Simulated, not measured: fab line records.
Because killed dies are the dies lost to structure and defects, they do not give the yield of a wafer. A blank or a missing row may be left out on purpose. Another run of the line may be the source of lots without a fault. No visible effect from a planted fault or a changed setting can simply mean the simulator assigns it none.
fab line records + flow n5_finfet
record:
- lots: 5
- wafers: 12
- last_day: 21
route steps=1938 shown BEOL_M0@741 BEOL_M1@751 BEOL_M4@1111 PASSIVATION@1936
lots with no fault: from the same line, run without faults
start_h: the number of hours between the record's first day and the start of the first shown wafer of the lot + wait_h: hours elapsed since this lot's preceding step + " identical to the entry in the row above + L1.1+2: several wafers, shown together as one row + - no value, or no start given + * or withheld: withheld + < > ~ a bound
route shown NAME@n: NAME is a module with steps in the file, n the number in the route of the first one + usual: mean/standard deviation taken from wafers without a fault + same: alike in all rows + chamber/n: place in a boat + sites: readings site by site + _std_site: the standard deviation of these + _edge_site: inner sites' mean taken away from outer sites' mean + radius_mm: how far each site lies from the wafer's centre + mask NAME#n: copy n + behind: the last tool/chamber to shape the wafer + hold: reason for holding the lot/hours on hold/outcome of the hold + device: the n, p or np transistor that did not switch + end of line: the same wafers' tests at the end of the route + step lacking rows: just its recipe + killed: dies lost to structure and defects at the first sort, not the wafer's yield + map: shows each die of a wafer: x if killed, . if not, _ if none is there
set.NAME: setting as actually run; set.NAME@STEP: the setting as run at that earlier step + model.NAME: the simulator's own value behind a step, which no gauge read
certain route steps with their lots: each step a table, each wafer a row
services: the hour from which a tool's chamber was out of use, counted from the record's first day as start_h (under 0 if before that day), plus the number of hours and why
== steps ==
step: N5_BEOL_M0_ECD_118
recipe:
- material: Cu
- target_thk_a: 3000
step: N5_BEOL_M0_ANNEAL_119
recipe:
- temp_c: 225
- time_s: 90
- ambient: N2
step: N5_BEOL_M0_CMP_120
recipe:
- stop_on: SiOC
- t_overpolish_s: 6.9
- down_force_psi: 1
- platen_rpm: 50
- clearing_platen_down_force_psi: 1.5
- clearing_platen_rpm: 50
- post_cmp_clean: cu_alkaline
- clearing_platen_pad_velocity_m_s: 0.99484
- pad_velocity_m_s: 0.99484
step: N5_BEOL_M0_PRE_CLEAN_131
recipe:
- gas: NH3/H2
- time_s: 15
- temp_c: *
- rf_power_w: 300
step: N5_BEOL_M0_CO_CAP_123
recipe:
- material: Co
- target_thk_a: 20
- temp_c: 200
- precursor: CCTBA/H2
- pressure_torr: 30
- time_s: 102.1
step: N5_BEOL_M0_PRE_CLEAN_124
recipe:
- gas: NH3
- time_s: 15
- temp_c: withheld
- rf_power_w: 300
step: N5_BEOL_M0_DEP_125
recipe:
- material: SiCN
- target_thk_a: 80
- temp_c: withheld
- precursor: 3MS/NH3
- pressure_torr: 3
- rf_w: 202
- time_s: 14
step: N5_BEOL_M1_ILD_DEP_00
recipe:
- material: SiOC
- target_thk_a: 790
- temp_c: 350
- precursor: DEMS/O2
- pressure_torr: 5
- rf_w: 500
- time_s: 15.3
step: N5_BEOL_M1_PECVD_72
recipe:
- material: SiO2
- target_thk_a: 160
- temp_c: 400
- precursor: TEOS/O2
- pressure_torr: 5.5
- rf_w: 450
- teos_flow_sccm: 53.8
- gas: O2
- flow_sccm: 3000
- time_s: 18
usual:
- heater_power_w: 711/65
- showerhead_plenum_p_Torr: 8.75/0.053
- throttle_valve_pct: 22.5/0.83
| lot.wafer | tool     | chamber | start_h | wait_h | heater_power_w | showerhead_plenum_p_Torr | throttle_valve_pct | model.SiO2_of_BEOL_M1_PECVD_72.thk_nm |
|-----------|----------|---------|---------|--------|----------------|--------------------------|--------------------|---------------------------------------|
| L488.1    | pecvd-03 | 0       | 156.77  | 0.0    | 754            | 8.78                     | 22.8               | 23                                    |
| L488.2    | "        | 2       | "       | "      | 669            | 8.76                     | 23.3               | 15.6                                  |
| L491.1    | pecvd-03 | 1       | 179.59  | 0.0    | 680            | 8.65                     | 22.9               | 23                                    |
| L491.5    | "        | 0       | "       | "      | 814            | 8.79                     | 23.0               | 15.8                                  |
| L493.4    | pecvd-03 | 0       | 186.98  | 0.1    | 758            | 8.77                     | 23.0               | 23.2                                  |
| L493.5    | "        | 2       | "       | "      | 725            | 8.73                     | 23.2               | 15.8                                  |
| L500.3    | pecvd-02 | 0       | 227.31  | 0.0    | 848            | 8.81                     | 22.7               | 15.8                                  |
| L500.4    | "        | 0       | "       | "      | 814            | 8.80                     | 23.0               | 15.8                                  |
| L500.6    | "        | 1       | "       | "      | 559            | 8.76                     | 21.8               | 16                                    |
| L505.1    | pecvd-03 | 1       | 260.00  | 0.0    | 730            | 8.67                     | 22.7               | 15.6                                  |
| L505.2    | "        | 2       | "       | "      | 704            | 8.73                     | 20.9               | 16                                    |
| L505.6    | "        | 1       | "       | "      | 749            | 8.66                     | 23.0               | 16                                    |
step: N5_BEOL_M1_HM_DEP_02
recipe:
- material: TiN
- target_thk_a: 200
- temp_c: 25
- chamber_pressure_pa: 0.49996
step: N5_BEOL_M1_COAT_61
recipe:
- resist: SOC
- temp_c: 250
- time_s: 60
- spin_rpm: 1500
- resist_thk_nm: 60
step: N5_BEOL_M1_COAT_62
recipe:
- resist: SiARC
- temp_c: 220
- time_s: 60
- spin_rpm: 1500
- resist_thk_nm: 12
step: N5_BEOL_M1_COAT_73
recipe:
- resist: underlayer
- temp_c: 205
- time_s: 60
- spin_rpm: 1500
- resist_thk_nm: 5
step: N5_BEOL_M1_COAT_05
recipe:
- resist: CAR-EUV
- spin_rpm: 1500
- resist_thk_nm: 30
step: N5_BEOL_M1_EBR_07
recipe:
- solvent: PGMEA
- ebr_width_mm: 1.5
step: N5_BEOL_M1_SOFTBAKE_06
recipe:
- temp_c: 110
- time_s: 60
- resist: CAR-EUV
step: N5_BEOL_M1_EXPOSE_08
recipe:
- mask_id: M1
- na: 0.33
- source_shape: dipole
- sigma_inner: 0.369
- sigma_outer: 0.767
- polarization: unpolarized
- dose_mj: 33
step: N5_BEOL_M1_PEB_09
recipe:
- peb_temp_c: 100
- peb_time_s: 60
- resist: CAR-EUV
step: N5_BEOL_M1_DEVELOP_10
recipe:
- develop_time_s: 30
- developer: TMAH
- resist: CAR-EUV
- rinse_liquid: surfactant_rinse
- dry: air_spin
- dev_temp_c: 23
step: N5_BEOL_M1_DESCUM_16
recipe:
- chemistry: O2
- time_s: 7
- source_power_w: 50
- bias_power_w: 20
- pressure_mtorr: 20
- rf_frequency_hz: 2.712e+07
- temp_c: 40
- resist: CAR-EUV
- o2_flow_sccm: 225
step: N5_BEOL_M1_ETCH_74
recipe:
- chemistry: N2/H2
- target: underlayer
- target_depth_a: 65
- mask_material: CAR-EUV
- time_s: 5.2
- ion_energy_ev: 200
- pressure_mtorr: 30
- source_w: 840
- bias_w: 150
- n2_flow_sccm: 200
- h2_flow_sccm: 200
- ends: cleared
step: N5_BEOL_M1_ETCH_63
recipe:
- chemistry: CF4
- target: SiARC
- target_depth_a: 156
- mask_material: CAR-EUV
- time_s: 26
- ion_energy_ev: 80
- pressure_mtorr: 40
- source_w: 545
- bias_w: 36
- Ar_flow_sccm: 100
- cf4_flow_sccm: 100
- ends: cleared
step: N5_BEOL_M1_ETCH_64
recipe:
- chemistry: N2/H2
- target: SOC
- target_depth_a: 750
- overetch_a: 150
- mask_material: SiARC
- temp_c: 40
- time_s: 112.5
- ion_energy_ev: 200
- pressure_mtorr: 30
- source_w: 840
- bias_w: 150
- n2_flow_sccm: 200
- h2_flow_sccm: 200
step: N5_BEOL_M1_STRIP_65
recipe:
- chemistry: N2/H2
- temp_c: 40
- n2_flow_sccm: 200
- h2_flow_sccm: 200
- rf_frequency_hz: 6e+07
step: N5_BEOL_M1_STRIP_75
recipe:
- chemistry: N2/H2
- temp_c: 40
- n2_flow_sccm: 200
- h2_flow_sccm: 200
- rf_frequency_hz: 6e+07
step: N5_BEOL_M1_STRIP_66
recipe:
- chemistry: CF4
- resist: SiARC
- power_w: 300
- bias_power_w: 75
- pressure_mtorr: 50
- cf4_flow_sccm: 150
- rf_frequency_hz: 6e+07
step: N5_BEOL_M1_HM_OPEN_17
recipe:
- chemistry: Cl2/BCl3
- target_depth_a: 200
- overetch_a: 60
- target: TiN
- mask_material: SOC
- ion_energy_ev: 150
- pressure_mtorr: 10
- icp_w: 1000
- bias_w: 126
- Cl2_flow_sccm: 53.25
- bcl3_flow_sccm: 21.75
- Ar_flow_sccm: 25
step: N5_BEOL_M1_STRIP_19
recipe:
- chemistry: O2
- power_w: 400
- temp_c: 40
- pressure_mtorr: 30
- rf_frequency_hz: 6e+07
- bias_power_w: 0
- overash_fraction: 0.2
- o2_flow_sccm: 225
step: N5_BEOL_M1_COAT_67
recipe:
- resist: SOC
- temp_c: 250
- time_s: 60
- spin_rpm: 1500
- resist_thk_nm: 60
step: N5_BEOL_M1_COAT_68
recipe:
- resist: SiARC
- temp_c: 220
- time_s: 60
- spin_rpm: 1500
- resist_thk_nm: 12
step: N5_BEOL_M1_COAT_76
recipe:
- resist: underlayer
- temp_c: 205
- time_s: 60
- spin_rpm: 1500
- resist_thk_nm: 5
step: N5_BEOL_M1_COAT_22
recipe:
- resist: CAR-EUV
- spin_rpm: 1500
- resist_thk_nm: 30
step: N5_BEOL_M1_EBR_24
recipe:
- solvent: PGMEA
- ebr_width_mm: 1.5
step: N5_BEOL_M1_SOFTBAKE_23
recipe:
- temp_c: 110
- time_s: 60
- resist: CAR-EUV
step: N5_BEOL_M1_HM_STRIP_39
recipe:
- chemistry: peroxide_tin_strip
- material: TiN
- target_depth_a: 250
- temp_c: 50
- time_s: 158
usual:
- bath_guard_temp_C: 50.0/0.63
| lot.wafer | tool         | chamber | start_h | wait_h | bath_guard_temp_C | model.SiO2_of_BEOL_M1_PECVD_72.thk_nm |
|-----------|--------------|---------|---------|--------|-------------------|---------------------------------------|
| L488.1    | wet_bench-02 | 5       | 178.21  | 0.0    | 50.1              | 22.8                                  |
| L488.2    | "            | 7       | "       | "      | 49.6              | 15.6                                  |
| L491.1    | wet_bench-04 | 0       | 192.27  | 0.0    | 49.9              | 23                                    |
| L491.5    | "            | 2       | "       | "      | 50.5              | 15.6                                  |
| L493.4    | wet_bench-01 | 0       | 195.45  | 0.0    | 50.0              | 23.2                                  |
| L493.5    | "            | 2       | "       | "      | 50.5              | 15.8                                  |
| L500.3    | wet_bench-02 | 1       | 244.41  | 0.0    | 49.7              | 15.6                                  |
| L500.4    | "            | 0       | "       | "      | 50.3              | 15.8                                  |
| L500.6    | "            | 4       | "       | "      | 49.3              | 15.8                                  |
| L505.1    | wet_bench-01 | 5       | 296.79  | 0.0    | 50.8              | 15.4                                  |
| L505.2    | "            | 7       | "       | "      | 49.4              | 15.8                                  |
| L505.6    | "            | 6       | "       | "      | 49.9              | 15.8                                  |
step: N5_BEOL_M1_CMP_52
recipe:
- stop_on: SiOC
- t_overpolish_s: 6.8
- down_force_psi: 1
- platen_rpm: 50
- clearing_platen_down_force_psi: 1.5
- clearing_platen_rpm: 50
- post_cmp_clean: cu_alkaline
- target_thk_nm: 40
- clearing_platen_pad_velocity_m_s: 0.99484
- pad_velocity_m_s: 0.99484
usual:
- barrier_field_endpoint_s: 24.6/0.65
- motor_current_A: 6.2/0.8
| lot.wafer | tool   | chamber | start_h | wait_h | barrier_field_endpoint_s | motor_current_A |
|-----------|--------|---------|---------|--------|--------------------------|-----------------|
| L488.2    | cmp-04 | 0       | 181.83  | 0.2    | 24.1                     | 6.3             |
| L488.1    | "      | 1       | "       | "      | 33.5                     | 7.2             |
| L491.1    | cmp-01 | 1       | 195.70  | 0.3    | 33.0                     | 4.9             |
| L491.5    | "      | 2       | "       | "      | 24.9                     | 6.9             |
| L493.4    | cmp-04 | 0       | 199.64  | 0.1    | 34.3                     | 5.9             |
| L493.5    | "      | 1       | "       | "      | 24.8                     | 6.9             |
| L500.4    | cmp-04 | 0       | 247.57  | 0.2    | 24.3                     | 5.5             |
| L500.3    | "      | 2       | "       | "      | 24.3                     | 5.9             |
| L500.6    | "      | 3       | "       | "      | 24.8                     | 7.1             |
| L505.2    | cmp-04 | 1       | 299.99  | 0.2    | 25.0                     | 7.1             |
| L505.1    | "      | 0       | "       | "      | 24.6                     | 6.0             |
| L505.6    | "      | 1       | "       | "      | 24.5                     | 7.4             |
step: N5_BEOL_M4_RC_MEAS_101
usual:
- DIBL_N: 36.3/1.1
- DIBL_P: 36.3/1.4
- IOFF_N: 0.155/0.019
- IOFF_P: 0.211/0.027
- ION_N: 672/8.5
- ION_P: 462/5.8
- SS_N: 71.5/0.56
- SS_P: 73.3/0.52
- VT_N: 249.9/2.5
- VT_P: -249.8/2.8
| lot.wafer | tool      | chamber | start_h | wait_h | DIBL_N[mV/V] | DIBL_P[mV/V] | IOFF_N[nA/um] | IOFF_P[nA/um] | ION_N[uA/um] | ION_P[uA/um] | SS_N[mV/dec] | SS_P[mV/dec] | VT_N[mV] | VT_P[mV] |
|-----------|-----------|---------|---------|--------|--------------|--------------|---------------|---------------|--------------|--------------|--------------|--------------|----------|----------|
| L488.1    | prober-01 | 0       | 256.89  | 0.0    | 34.6         | 33.0         | 0.116         | 0.163         | 660          | 453          | 70.9         | 72.6         | 253.1    | -254.6   |
| L488.2    | "         | 0       | "       | "      | 38.5         | 37.7         | 0.177         | 0.217         | 671          | 459          | 71.1         | 74.3         | 247.6    | -254.1   |
| L491.1    | prober-02 | 0       | 311.05  | 0.0    | 37.1         | 38.0         | 0.147         | 0.188         | 670          | 454          | 71.0         | 73.7         | 251.5    | -250.6   |
| L491.5    | "         | 0       | "       | "      | 36.5         | 37.2         | 0.148         | 0.181         | 670          | 455          | 71.5         | 72.3         | 249.4    | -254.8   |
| L493.4    | prober-01 | 0       | 324.56  | 0.5    | 37.4         | 38.0         | 0.157         | 0.202         | 668          | 453          | 71.6         | 73.4         | 251.0    | -252.1   |
| L493.5    | "         | 0       | "       | "      | 37.2         | 37.4         | 0.153         | 0.197         | 668          | 454          | 72.6         | 73.4         | 248.3    | -252.3   |
| L505.1    | prober-02 | 0       | 364.38  | 0.0    | 35.9         | 34.7         | 0.147         | 0.209         | 663          | 460          | 72.1         | 73.2         | 251.5    | -247.4   |
| L505.2    | "         | 0       | "       | "      | 38.3         | 37.1         | 0.191         | 0.245         | 680          | 464          | 72.3         | 73.6         | 247.8    | -247.4   |
| L505.6    | "         | 0       | "       | "      | 36.6         | 35.4         | 0.158         | 0.219         | 677          | 466          | 72.4         | 73.8         | 249.6    | -251.6   |
| L500.3    | prober-02 | 0       | 385.66  | 0.3    | 37.1         | 35.5         | 0.140         | 0.194         | 659          | 458          | 71.6         | 73.0         | 252.5    | -250.8   |
| L500.4    | "         | 0       | "       | "      | 36.8         | 34.6         | 0.135         | 0.191         | 673          | 461          | 71.3         | 73.1         | 251.9    | -252.1   |
| L500.6    | "         | 0       | "       | "      | 37.7         | 36.3         | 0.159         | 0.218         | 675          | 465          | 71.8         | 73.4         | 251.1    | -248.3   |
step: N5_PASSIVATION_PROBE_49
usual:
- defect_limited_yield: 91.4/1.2
- killed_at_M0_to_M3: 34/10
- killed_at_M4_up: 14/5.1
- killed_at_contacts: 12/6.4
- killed_at_front_end: 38/9.3
- killed_at_other: 4/3
- killed_dies: 102/15
- killed_open: 67/12
- killed_short: 33/6.9
- sort_bin_5_function: 5.0/0.86
- sort_bin_6_memory: 3.2/0.58
- sort_n_pass: 1078/15
- sort_yield_pct: 91.4/1.2
same:
- gross_dies: 1180
- killed_at_back_side: 0
- sort_bin_4_leakage[%]: 0
- sort_bin_8_speed[%]: 0
| lot.wafer | tool      | chamber | start_h | wait_h | defect_limited_yield[%] | killed_at_M0_to_M3 | killed_at_M4_up | killed_at_contacts | killed_at_front_end | killed_at_other | killed_dies | killed_open | killed_short | sort_bin_5_function[%] | sort_bin_6_memory[%] | sort_n_pass | sort_yield_pct[%] |
|-----------|-----------|---------|---------|--------|-------------------------|--------------------|-----------------|--------------------|---------------------|-----------------|-------------|-------------|--------------|------------------------|----------------------|-------------|-------------------|
| L488.1    | prober-01 | -       | 358.31  | 0.0    | 90.4                    | 44                 | 16              | 18                 | 31                  | 4               | 113         | 67          | 46           | 5.8                    | 3.3                  | 1067        | 90.4              |
| L488.2    | prober-01 | -       | 358.36  | 0.1    | 90.0                    | 38                 | 26              | 5                  | 44                  | 5               | 118         | 82          | 34           | 6.2                    | 3.6                  | 1062        | 90.0              |
| L491.1    | prober-02 | -       | 422.19  | 0.4    | 93.1                    | 29                 | 13              | 11                 | 19                  | 9               | 81          | 49          | 28           | 4.2                    | 2.5                  | 1099        | 93.1              |
| L491.5    | prober-02 | -       | 422.39  | 0.6    | 92.6                    | 31                 | 9               | 6                  | 36                  | 5               | 87          | 57          | 26           | 3.9                    | 3.2                  | 1093        | 92.6              |
| L493.4    | prober-01 | -       | 435.18  | 0.2    | 91.4                    | 33                 | 17              | 8                  | 43                  | 0               | 101         | 74          | 27           | 5.2                    | 3.1                  | 1079        | 91.4              |
| L493.5    | prober-01 | -       | 435.23  | 0.2    | 92.9                    | 32                 | 15              | 4                  | 28                  | 5               | 84          | 55          | 29           | 3.6                    | 3.2                  | 1096        | 92.9              |
| L505.1    | prober-02 | -       | 484.14  | 0.0    | 90.2                    | 46                 | 14              | 4                  | 50                  | 2               | 116         | 77          | 39           | 5.8                    | 4.0                  | 1064        | 90.2              |
| L505.2    | prober-02 | -       | 484.19  | 0.1    | 91.4                    | 44                 | 15              | 7                  | 36                  | 0               | 102         | 71          | 25           | 4.7                    | 3.4                  | 1078        | 91.4              |
| L505.6    | prober-02 | -       | 484.39  | 0.3    | 91.5                    | 38                 | 11              | 14                 | 35                  | 2               | 100         | 65          | 33           | 4.8                    | 3.1                  | 1080        | 91.5              |
| L500.3    | prober-01 | -       | 498.58  | 0.1    | 92.7                    | 26                 | 24              | 3                  | 32                  | 1               | 86          | 59          | 26           | 4.0                    | 2.8                  | 1094        | 92.7              |
| L500.4    | prober-01 | -       | 498.63  | 0.2    | 89.7                    | 47                 | 17              | 11                 | 46                  | 0               | 121         | 88          | 27           | 6.6                    | 3.5                  | 1059        | 89.7              |
| L500.6    | prober-01 | -       | 498.73  | 0.3    | 90.0                    | 42                 | 25              | 5                  | 44                  | 2               | 118         | 72          | 42           | 5.6                    | 3.6                  | 1062        | 90.0              |
killed by level:class
L488.1 MOL_CONTACT_COAG:geometric_particle:open=13 BEOL_M0_SAQP:geometric_particle:open=12 BEOL_M0_SAQP:geometric_particle:short=11 BEOL_M4:geometric_particle:open=8 STI_FIN_REVEAL:geometric_particle:open=6 MOL_CONTACT_COAG:geometric_particle:short=5 BEOL_M2:geometric_particle:open=5 BEOL_M5:geometric_particle:open=5
L488.2 BEOL_M0_SAQP:geometric_particle:open=15 BEOL_M0_SAQP:geometric_particle:short=12 DUMMY_GATE:geometric_particle:open=11 BEOL_M4:geometric_particle:open=11 STI_FIN_REVEAL:geometric_particle:open=9 FIN_SAQP:geometric_particle:short=5 STARTING-WAFER:geometric_particle:open=5 FIN_SAQP:geometric_particle:open=4
L491.1 MOL_CONTACT_COAG:geometric_particle:open=10 BEOL_M0_SAQP:geometric_particle:open=8 BEOL_M0_SAQP:geometric_particle:short=6 STI_FIN_REVEAL:geometric_particle:open=5 BEOL_M2:geometric_particle:open=5 DUMMY_GATE:geometric_particle:open=4 GATE_CUT:geometric_particle:short=3 BEOL_M4:geometric_particle:open=3
L491.5 FIN_SAQP:geometric_particle:open=7 BEOL_M2:geometric_particle:open=7 BEOL_M0_SAQP:geometric_particle:short=6 BEOL_M0_SAQP:geometric_particle:open=6 BEOL_M3:geometric_particle:open=6 GATE_CUT:geometric_particle:open=5 GATE_CUT:geometric_particle:short=5 MOL_CONTACT_COAG:geometric_particle:open=4
L493.4 STI_FIN_REVEAL:geometric_particle:open=12 BEOL_M4:geometric_particle:open=12 FIN_SAQP:geometric_particle:short=9 MOL_CONTACT_COAG:geometric_particle:open=8 BEOL_M2:geometric_particle:open=8 BEOL_M0_SAQP:geometric_particle:short=7 BEOL_M0_SAQP:geometric_particle:open=7 FIN_SAQP:geometric_particle:open=5
L493.5 BEOL_M4:geometric_particle:open=11 BEOL_M0_SAQP:geometric_particle:short=8 BEOL_M0_SAQP:geometric_particle:open=7 BEOL_M1:geometric_particle:open=6 STI_FIN_REVEAL:geometric_particle:open=5 FIN_SAQP:geometric_particle:short=4 DUMMY_GATE:geometric_particle:open=4 GATE_CUT:geometric_particle:short=4
L505.1 STI_FIN_REVEAL:geometric_particle:open=14 BEOL_M2:geometric_particle:open=12 BEOL_M4:geometric_particle:open=7 BEOL_M1:geometric_particle:open=6 BEOL_M3:geometric_particle:open=6 FIN_SAQP:geometric_particle:open=5 FIN_SAQP:geometric_particle:short=5 DUMMY_GATE:geometric_particle:open=5
L505.2 BEOL_M0_SAQP:geometric_particle:short=15 BEOL_M0_SAQP:geometric_particle:open=13 BEOL_M4:geometric_particle:open=9 BEOL_M1:geometric_particle:open=9 STI_FIN_REVEAL:geometric_particle:open=7 MOL_CONTACT_COAG:geometric_particle:open=7 FIN_SAQP:geometric_particle:open=6 DUMMY_GATE:geometric_particle:open=5
L505.6 STI_FIN_REVEAL:geometric_particle:open=10 MOL_CONTACT_COAG:geometric_particle:open=8 BEOL_M1:geometric_particle:open=8 BEOL_M1:geometric_particle:short=7 MOL_CONTACT_COAG:geometric_particle:short=6 DUMMY_GATE:geometric_particle:open=5 BEOL_M2:geometric_particle:open=5 BEOL_M3:geometric_particle:open=5
L500.3 STI_FIN_REVEAL:geometric_particle:open=10 BEOL_M4:geometric_particle:open=10 BEOL_M0_SAQP:geometric_particle:open=8 BEOL_M0_SAQP:geometric_particle:short=7 DUMMY_GATE:geometric_particle:open=7 STI_FIN_REVEAL:geometric_particle:short=4 BEOL_M2:geometric_particle:open=4 BEOL_M2:geometric_particle:short=3
L500.4 STI_FIN_REVEAL:geometric_particle:open=21 BEOL_M3:geometric_particle:open=20 BEOL_M0_SAQP:geometric_particle:open=12 STI_FIN_REVEAL:geometric_particle:short=8 MOL_CONTACT_COAG:geometric_particle:open=8 BEOL_M15:coat_microbubble_printed=5 FIN_SAQP:geometric_particle:open=4 BEOL_M0_SAQP:geometric_particle:short=4
L500.6 BEOL_M0_SAQP:geometric_particle:short=11 STI_FIN_REVEAL:geometric_particle:open=7 DUMMY_GATE:geometric_particle:open=7 BEOL_M0_SAQP:geometric_particle:open=7 BEOL_M1:geometric_particle:open=7 BEOL_M4:geometric_particle:open=7 GATE_CUT:geometric_particle:open=6 GATE_CUT:geometric_particle:short=5
== services ==
| tool         | chamber | start_h | hours | kind                           |
|--------------|---------|---------|-------|--------------------------------|
| cmp-01       | -       | 134.49  | -     | consumable_replace:conditioner |
| cmp-01       | -       | 134.49  | -     | consumable_replace:pad         |
| pecvd-02     | -       | 135.57  | 2.8   | pm                             |
| pecvd-02     | -       | 146.48  | 1.5   | repair                         |
| cmp-04       | -       | 187.56  | 0.4   | repair                         |
| pecvd-03     | 2       | 201.11  | 2.1   | scheduled_down                 |
| pecvd-03     | 2       | 203.24  | -     | clean                          |
| pecvd-03     | 2       | 203.24  | -     | consumable_replace:showerhead  |
| pecvd-03     | 2       | 203.24  | 29.0  | scheduled_down                 |
| pecvd-03     | 2       | 203.24  | 29.0  | vent_cycle                     |
| pecvd-02     | 2       | 218.23  | 2.1   | scheduled_down                 |
| cmp-04       | -       | 233.46  | 4.0   | pm                             |
| cmp-04       | -       | 237.46  | -     | consumable_replace:conditioner |
| cmp-04       | -       | 237.46  | -     | consumable_replace:pad         |
| wet_bench-04 | -       | 238.94  | 4.4   | pm                             |
| cmp-04       | -       | 264.82  | 0.8   | repair                         |
| pecvd-02     | 0       | 274.67  | 30.8  | repair                         |
| cmp-01       | -       | 278.77  | 2.6   | repair                         |
| cmp-04       | -       | 288.21  | 0.8   | repair                         |
| cmp-01       | -       | 298.90  | 1.8   | repair                         |
== key ==
first_sign:
- step: N5_BEOL_M1_CMP_52
- reading: barrier_field_endpoint_s
- direction: up
- sigmas: 14
- usual: 24.6
- struck: 33.6
effect none on later readings
model_effect:
- step: N5_BEOL_M1_PECVD_72
- value: SiO2_of_BEOL_M1_PECVD_72.thk_nm
- without: 15.67
- struck: 23.07
model_effect:
- step: N5_BEOL_M1_HM_STRIP_39
- value: SiO2_of_BEOL_M1_PECVD_72.thk_nm
- without: 15.6
- struck: 23
met_at N5_BEOL_M1_PECVD_72
struck_wafers L488.1,L491.1,L493.4
fault:
- kind: process_parameter_drift
- tool: pecvd-03
- chamber: -
- onset_h: 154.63
- steps: N5_BEOL_M1_PECVD_72
- channel: time_s
- offset: *
- shape: step
- end_h: 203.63
- scope: struck_wafers_only
- acts_in: *
- stated: *
